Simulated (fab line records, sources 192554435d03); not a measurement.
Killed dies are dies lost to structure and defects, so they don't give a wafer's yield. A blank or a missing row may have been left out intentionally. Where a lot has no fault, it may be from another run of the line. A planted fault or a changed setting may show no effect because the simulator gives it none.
Problem report in the 8D (eight disciplines) form, filled by code + flow n5 finfet + the parts of the form that need people (team, actions taken, sign-off) are left out

## 1. THE PROBLEM
Wafers without a fault read 26000 W, standard deviation 4.7; cathode dc power W at N5_BEOL_M8_SPUTTER_48 reads a mean of 23808 W on 3 wafers belonging to 2 lots. That is -99 or more standard deviations from the usual mean.
The step: material Cu, target thk 10 nm, time 1.667 s.
First seen on wafer L239.5, day 15 07:44, on pvd sputter-02. The record has a number at this step for 35 wafers belonging to 12 lots. The rule behind "out" and "out of limits": a value lying over 4 standard deviations away from the usual mean. The rest of the wafers with a number are treated as sound.

## 2. WHAT IT IS, WHAT IT ISN'T
| question                    | is                     | is not                                                             |
|-----------------------------|------------------------|--------------------------------------------------------------------|
| which readings at this step | cathode dc power W     | throttle valve pct                                                 |
| which lots                  | L238, L239             | L216, L217, L218, L220, L222, L224, L225, L226, L227, L232         |
| which wafers of those lots  | L238.3, L238.5, L239.5 | L238.4, L239.2, L239.4                                             |
| read on which tools         | pvd sputter-02         | pvd sputter-01, pvd sputter-03                                     |
| when                        | from day 15 07:44      | up to then (31 sound wafers); but 1 sound wafer of L238 came after |

## 3. WHAT RULES OUT EACH SUSPECT
Counting: if a tool at a process step up to the reading ran every lot that is out, it stays a suspect. Sound lots after the first of them don't rule it out here, since some wafers of a struck lot are sound.
- pvd sputter-02 at N5_BEOL_M8_SPUTTER_48 (material Cu, target thk 10 nm, time 1.667 s): kept. Every lot that is out went through it, the first being L239 (day 15 07:44); the last sound lot it ran before that was L232 (day 13 19:23). On those wafers its own readings are out: cathode dc power W.
The count leaves pvd sputter-02 at N5_BEOL_M8_SPUTTER_48.

## 4. THE CAUSE (what the simulator had put in)
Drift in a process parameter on pvd sputter-02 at N5_BEOL_M8_SPUTTER_48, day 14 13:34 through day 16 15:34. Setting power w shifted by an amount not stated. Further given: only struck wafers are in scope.
Counting left only this tool.

## 5. THE EFFECT CHAIN, in route order
Rows list readings where the struck wafers' mean (over those with a number) sits beyond 3 standard deviations from the usual. Only readings whose record carries a usual standard deviation are examined. hours: median over the lots of the time between each lot's start at the first step of this table that gives one and its start at this step. sigmas: the change, counted in usual standard deviations.
| hours | step                  | reading            | usual   | on struck wafers | change | sigmas      |
|-------|-----------------------|--------------------|---------|------------------|--------|-------------|
| 0     | N5_BEOL_M8_SPUTTER_48 | cathode dc power W | 26000 W | 23808            | -2192  | -99 or more |
Its process steps:
- N5_BEOL_M8_SPUTTER_48: material Cu, target thk 10 nm, time 1.667 s.
Later measuring or inspecting steps at which every struck wafer that the step has a row for has a number for every such reading, and none has moved that far: N5_BEOL_M8_RS_MEAS_57.

## 6. WHAT WOULD HAVE CAUGHT IT SOONER
In this record no reading fell out of limits until day 15 07:44, 18 hours after the fault had begun at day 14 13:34.
